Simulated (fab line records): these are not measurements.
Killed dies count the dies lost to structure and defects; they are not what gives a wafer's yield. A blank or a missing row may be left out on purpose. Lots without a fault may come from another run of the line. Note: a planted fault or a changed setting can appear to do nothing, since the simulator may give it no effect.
Matching of chambers || flow n5-finfet || N5_ILD0_ALD_15 on ald-sin-03: 4 sister chambers
The step deposits SiNx, target thk 24 nm, pulse time 1 s, ald cycles 480. 4 wafers are shown with their chamber, then 9 later ones without.

== WAFERS PAIRED WITH THEIR CHAMBERS ==
{"wafer": "L084.4", "chamber": 3, "heater-power-w (W)": 876}
{"wafer": "L091.5", "chamber": 0, "heater-power-w (W)": 806}
{"wafer": "L093.1", "chamber": 1, "heater-power-w (W)": 830}
{"wafer": "L093.5", "chamber": 2, "heater-power-w (W)": 787}

== WAFERS WITH NO CHAMBER GIVEN ==
{"wafer": "L094.1", "heater-power-w (W)": 824}
{"wafer": "L094.2", "heater-power-w (W)": 798}
{"wafer": "L094.4", "heater-power-w (W)": 824}
{"wafer": "L096.2", "heater-power-w (W)": 824}
{"wafer": "L096.3", "heater-power-w (W)": 865}
{"wafer": "L096.6", "heater-power-w (W)": 775}
{"wafer": "L097.3", "heater-power-w (W)": 820}
{"wafer": "L097.5", "heater-power-w (W)": 858}
{"wafer": "L097.6", "heater-power-w (W)": 783}

== WHICH CHAMBER EACH ONE RAN IN ==
{"wafer": "L094.1", "from the rows above": "can't be placed: 1 or 0", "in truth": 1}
{"wafer": "L094.2", "from the rows above": "can't be placed: 0 or 2", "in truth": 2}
{"wafer": "L094.4", "from the rows above": "can't be placed: 1 or 0", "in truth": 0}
{"wafer": "L096.2", "from the rows above": "can't be placed: 1 or 0", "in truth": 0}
{"wafer": "L096.3", "from the rows above": 3, "in truth": 3}
{"wafer": "L096.6", "from the rows above": "can't be placed: 2 or 0", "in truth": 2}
{"wafer": "L097.3", "from the rows above": "can't be placed: 1 or 0", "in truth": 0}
{"wafer": "L097.5", "from the rows above": "can't be placed: 3 or 1", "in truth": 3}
{"wafer": "L097.6", "from the rows above": "can't be placed: 2 or 0", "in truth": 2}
Placed correctly: 1 of 9. Not placeable from these rows: 8 (in 8, the candidates include the true chamber). Wrongly placed: 0.
How it was worked out, from the rows above alone: a wafer's distance from a chamber is the root of the sum, over the readings, of the square of ((its reading less the chamber's mean) divided by the reading's scatter). The wafer belongs to the nearest chamber; if the next one is less than 2 further off, it can't be placed. Each chamber's mean is taken over the wafers shown for it. The scatter (one wafer shown for each chamber): square how far every hidden wafer sits from the nearest shown wafer, average those squares and take the square root.
